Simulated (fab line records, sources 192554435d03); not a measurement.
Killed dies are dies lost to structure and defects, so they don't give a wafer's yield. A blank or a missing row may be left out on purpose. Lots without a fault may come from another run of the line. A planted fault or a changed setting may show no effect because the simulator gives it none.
Chamber matching | flow n5_finfet | N5_DUMMY_REMOVAL_STRIP_10 on rie_diel-03: 4 sister chambers
The step strips in N2/H2, time 40 s. 14 wafers are shown with their chamber, then 7 later ones without.

WAFERS WITH THEIR CHAMBER
wafer  | chamber | throttle_valve_pct (%) | oes_product_au (a.u.) | showerhead_plenum_p_Torr (Torr)
L075.2 | 3       | 12.02                  | 0.88                  | 3.31
L075.5 | 2       | 12.13                  | 0.86                  | 3.43
L075.6 | 1       | 12.45                  | 0.75                  | 3.37
L076.4 | 0       | 12.22                  | 0.70                  | 3.15
L076.5 | 3       | 12.04                  | 0.88                  | 3.31
L076.6 | 0       | 12.22                  | 0.70                  | 3.15
L077.1 | 2       | 12.12                  | 0.84                  | 3.43
L077.3 | 1       | 12.46                  | 0.75                  | 3.36
L077.6 | 2       | 12.12                  | 0.84                  | 3.43
L078.4 | 1       | 12.46                  | 0.75                  | 3.36
L078.5 | 2       | 12.16                  | 0.84                  | 3.43
L078.6 | 3       | 12.03                  | 0.87                  | 3.31
L085.1 | 0       | 11.62                  | 0.95                  | 3.54
L085.4 | 3       | 12.08                  | 0.85                  | 3.30

SIGNATURES (means of the wafers above)
reading                  | chamber 0 | chamber 1 | chamber 2 | chamber 3 | scatter within a chamber
throttle_valve_pct       | 12.0200   | 12.4567   | 12.1325   | 12.0425   | 0.156
oes_product_au           | 0.7833    | 0.7500    | 0.8450    | 0.8700    | 0.0652
showerhead_plenum_p_Torr | 3.2800    | 3.3633    | 3.4300    | 3.3075    | 0.101
Rule: a wafer's distance from a chamber is the root of the sum, over the readings, of the square of ((its reading less the chamber's mean) divided by the reading's scatter). The wafer belongs to the nearest chamber; if the next one is less than 2 further off, it can't be placed. The scatter: the root of (the sum of the squares of (reading less its chamber's mean) over the shown wafers, divided by (wafers less chambers)).

WAFERS WITHOUT THEIR CHAMBER
wafer  | throttle_valve_pct (%) | oes_product_au (a.u.) | showerhead_plenum_p_Torr (Torr)
L085.6 | 12.19                  | 0.82                  | 3.42
L093.1 | 12.21                  | 0.81                  | 3.41
L093.5 | 11.65                  | 0.93                  | 3.54
L093.6 | 12.11                  | 0.83                  | 3.30
L096.1 | 12.14                  | 0.82                  | 3.29
L096.3 | 12.22                  | 0.81                  | 3.41
L096.5 | 12.54                  | 0.72                  | 3.34

WHICH CHAMBER EACH WENT THROUGH
wafer  | from the rows above               | in truth
L085.6 | can't be placed: 2 or 3 or 0 or 1 | 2
L093.1 | can't be placed: 2 or 3 or 0 or 1 | 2
L093.5 | can't be placed: 2 or 3 or 0      | 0
L093.6 | can't be placed: 3 or 0 or 2 or 1 | 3
L096.1 | can't be placed: 0 or 3 or 2 or 1 | 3
L096.3 | can't be placed: 2 or 3 or 1 or 0 | 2
L096.5 | 1                                 | 1
Placed correctly: 1 of 7. Can't be placed from these rows: 6 (the true chamber is among the candidates in 6). Placed wrongly: 0.
